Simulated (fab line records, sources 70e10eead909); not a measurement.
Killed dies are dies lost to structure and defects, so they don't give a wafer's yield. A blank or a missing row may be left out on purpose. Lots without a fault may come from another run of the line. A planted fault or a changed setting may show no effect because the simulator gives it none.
Chamber matching | flow nand_harc | NHARC_A_STAIRCASE_TRIM_196 on rie_diel-02: 4 sister chambers
The step chemistry O2, time 211.2 s. 14 wafers are shown with their chamber, then 7 later ones without.

WAFERS WITH THEIR CHAMBER
wafer  | chamber | showerhead_plenum_p_Torr (Torr) | drypump_motor_current_A (A) | oes_product_au (a.u.)
L075.1 | 0       | 3.59                            | 5.3                         | 1.004
L075.4 | 0       | 3.59                            | 5.3                         | 1.007
L075.5 | 1       | 3.33                            | 5.4                         | 1.004
L077.2 | 1       | 3.32                            | 5.4                         | 1.011
L077.4 | 1       | 3.32                            | 5.4                         | 0.992
L077.6 | 0       | 3.59                            | 5.2                         | 0.988
L078.1 | 1       | 3.32                            | 5.4                         | 1.008
L078.3 | 2       | 3.37                            | 5.8                         | 0.991
L078.5 | 1       | 3.32                            | 5.4                         | 1.000
L085.4 | 1       | 3.31                            | 5.4                         | 1.001
L085.5 | 0       | 3.58                            | 5.3                         | 0.998
L085.6 | 1       | 3.31                            | 5.4                         | 1.002
L088.3 | 3       | 3.71                            | 6.3                         | 1.004
L088.5 | 3       | 3.71                            | 6.3                         | 1.013

SIGNATURES (means of the wafers above)
reading                  | chamber 0 | chamber 1 | chamber 2 | chamber 3 | scatter within a chamber
showerhead_plenum_p_Torr | 3.5875    | 3.3186    | 3.3700    | 3.7100    | 0.00601
drypump_motor_current_A  | 5.275     | 5.400     | 5.800     | 6.300     | 0.0274
oes_product_au           | 0.99925   | 1.00257   | 0.99100   | 1.00850   | 0.00689
Rule: a wafer's distance from a chamber is the root of the sum, over the readings, of the square of ((its reading less the chamber's mean) divided by the reading's scatter). The wafer belongs to the nearest chamber; if the next one is less than 2 further off, it can't be placed. The scatter: the root of (the sum of the squares of (reading less its chamber's mean) over the shown wafers, divided by (wafers less chambers)).

WAFERS WITHOUT THEIR CHAMBER
wafer  | showerhead_plenum_p_Torr (Torr) | drypump_motor_current_A (A) | oes_product_au (a.u.)
L088.6 | 3.58                            | 5.3                         | 0.995
L087.1 | 3.31                            | 5.4                         | 1.004
L087.4 | 3.57                            | 5.2                         | 1.015
L087.6 | 3.57                            | 5.2                         | 1.010
L095.1 | 3.35                            | 5.8                         | 0.999
L095.2 | 3.57                            | 5.2                         | 1.002
L095.4 | 3.70                            | 6.3                         | 0.996

WHICH CHAMBER EACH WENT THROUGH
wafer  | from the rows above | in truth
L088.6 | 0                   | 0
L087.1 | 1                   | 1
L087.4 | 0                   | 0
L087.6 | 0                   | 0
L095.1 | 2                   | 2
L095.2 | 0                   | 0
L095.4 | 3                   | 3
Placed correctly: 7 of 7. Can't be placed from these rows: 0. Placed wrongly: 0.
